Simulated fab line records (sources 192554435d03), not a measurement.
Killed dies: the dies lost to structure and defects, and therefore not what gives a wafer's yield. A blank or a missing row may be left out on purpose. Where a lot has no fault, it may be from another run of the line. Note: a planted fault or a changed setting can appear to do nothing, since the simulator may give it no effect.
Split-lot experiment | flow n5 finfet | route with 1938 steps; 7 lots, 21 wafers read

## ON THE SPLIT
At N5_SD_EPI_N_EPI_21 (deposits Si:P, time 690 s), the setting temp c was moved away from the recipe's 680 C on 9 of the 21 wafers read, by -0.7% to +0.5%. This setting was run at the recipe's value on the other wafers.

## FROM THE SPLIT TO THE READING: what the file shows between them, 7 steps
- N5_SD_EPI_N_EPI_MEAS_23
- N5_SD_EPI_N_PRECLEAN_24: cleans in O3/DIW, time 60 s
- N5_SD_EPI_P_COAT_34: time 60 s, resist thk 350 nm (also split here: temp c)
- N5_SD_EPI_P_COAT_35: time 60 s, resist thk 35 nm
- N5_SD_EPI_P_COAT_03: resist thk 150 nm
- N5_SD_ACTIVATION_RTA_00: time 0 s
- N5_SD_ACTIVATION_LSA_01: time 0.0008 s

## THE READING
RS_SD_N (ohm/sq), read at N5_SD_ACTIVATION_RS_MEAS_03 with a four-point probe. On this fab line, fault-free wafers typically give 21.95 ohm/sq with a standard deviation of 0.27 ohm/sq.

wafer  | tool, chamber at the split | temp c as run, C | against the recipe | RS_SD_N, ohm/sq | against lot-mates on the recipe
L077.3 | epi rpcvd-02, 0            | 675.3            | -0.7%              | 23.77           | +1.96
L077.4 | epi rpcvd-02, 0            | 675.3            | -0.7%              | 23.66           | +1.85
L077.5 | epi rpcvd-02, 0            | 680              | recipe             | 21.81           | -
L078.2 | epi rpcvd-03, 0            | 680              | recipe             | 22.24           | -
L078.5 | epi rpcvd-03, 0            | 676.4            | -0.5%              | 23.34           | +1.24
L078.6 | epi rpcvd-03, 0            | 680              | recipe             | 21.97           | -
L082.1 | epi rpcvd-02, 0            | 683.2            | +0.5%              | 20.73           | -1.15
L082.2 | epi rpcvd-02, 0            | 680              | recipe             | 21.88           | -
L082.5 | epi rpcvd-02, 0            | 683.2            | +0.5%              | 20.97           | -0.91
L090.1 | epi rpcvd-02, 0            | 680              | recipe             | 21.64           | -
L090.3 | epi rpcvd-02, 0            | 680              | recipe             | 21.74           | -
L090.6 | epi rpcvd-02, 0            | 680              | recipe             | 21.79           | -
L091.1 | epi rpcvd-02, 0            | 680              | recipe             | 21.72           | -
L091.3 | epi rpcvd-02, 0            | 675.9            | -0.6%              | 22.90           | +1.18
L091.4 | epi rpcvd-02, 0            | 675.9            | -0.6%              | 23.45           | +1.73
L095.1 | epi rpcvd-03, 0            | 676.1            | -0.6%              | 23.47           | +1.46
L095.3 | epi rpcvd-03, 0            | 680              | recipe             | 22.01           | -
L095.5 | epi rpcvd-03, 0            | 676.1            | -0.6%              | 23.35           | +1.34
L097.1 | epi rpcvd-02, 0            | 680              | recipe             | 22.05           | -
L097.2 | epi rpcvd-02, 0            | 680              | recipe             | 21.83           | -
L097.4 | epi rpcvd-02, 0            | 680              | recipe             | 22.30           | -

THE FIT
A straight line over all 21 wafers: RS_SD_N changes by -2.42 ohm/sq for each +1% of temp c; r = -0.97; the points scatter about the line by 0.21 ohm/sq.
The same after taking each lot's own level away (the mean of its wafers on the recipe; 21 wafers): -2.46 ohm/sq for each +1%; r = -0.99; scatter 0.16 ohm/sq.
The reading moves by 1.7 ohm/sq for the largest change in temp c, on that fit.
From 21.720 to 22.105 ohm/sq: that is the span of the lots' own levels, equal to 1.4 times the standard deviation above.
The two slopes are in agreement: the lot-to-lot level therefore moves the slope only a little.
Check: with one of the wafers moved furthest among these (-0.7%) left out of the fit, the line predicts +1.68 ohm/sq for it against its lot-mates. Against them it came out at +1.96 ohm/sq.

## FURTHER SPLITS ON THESE WAFERS
Note: prior to the reading, these wafers also went through further splits. Each is held against what the fit with the lots' levels taken away leaves over:
other split on the same wafers       | wafers away from the commonest value | r with RS_SD_N (lot level and that fit taken away)
N5_ZERO_LAYER_ETCH_18 icp w          | 9                                    | +0.24
N5_FIN_SAQP_ETCH_52 source w         | 8                                    | +0.27
N5_STI_FIN_REVEAL_ETCHBACK_08 time s | 5                                    | -0.19
N5_DUMMY_GATE_PECVD_30 time s        | 5                                    | +0.02
N5_DUMMY_GATE_COAT_28 spin rpm       | 6                                    | -0.30
N5_SD_EPI_P_COAT_34 temp c           | 6                                    | -0.37

## THE WHOLE CHAIN: every reading that the file lists as answering this split, in the file's order
step                        | what it does                 | reading                                                                         | change (the file's fit)              | r (the file's)
N5_SD_EPI_N_EPI_21          | deposits Si:P, time 690 s    | Si-P_of_SD_EPI_N_EPI_21.thk nm (the simulator's own value, which no gauge read) | +6.65 nm for each +1% of the setting | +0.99
N5_SD_EPI_N_EPI_MEAS_23     |                              | thk nm                                                                          | withheld for each +1% of the setting | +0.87
N5_SD_EPI_N_PRECLEAN_24     | cleans in O3/DIW, time 60 s  | Si-P_of_SD_EPI_N_EPI_21.thk nm (the simulator's own value, which no gauge read) | +6.59 nm for each +1% of the setting | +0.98
N5_SD_ACTIVATION_RS_MEAS_03 | measures by four-point-probe | RS_SD_N                                                                         | -2.47 for each +1% of the setting    | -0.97

## THE FILE'S OWN FIT
RS_SD_N changes by -2.47 ohm/sq for each +1% of temp c, r = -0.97.
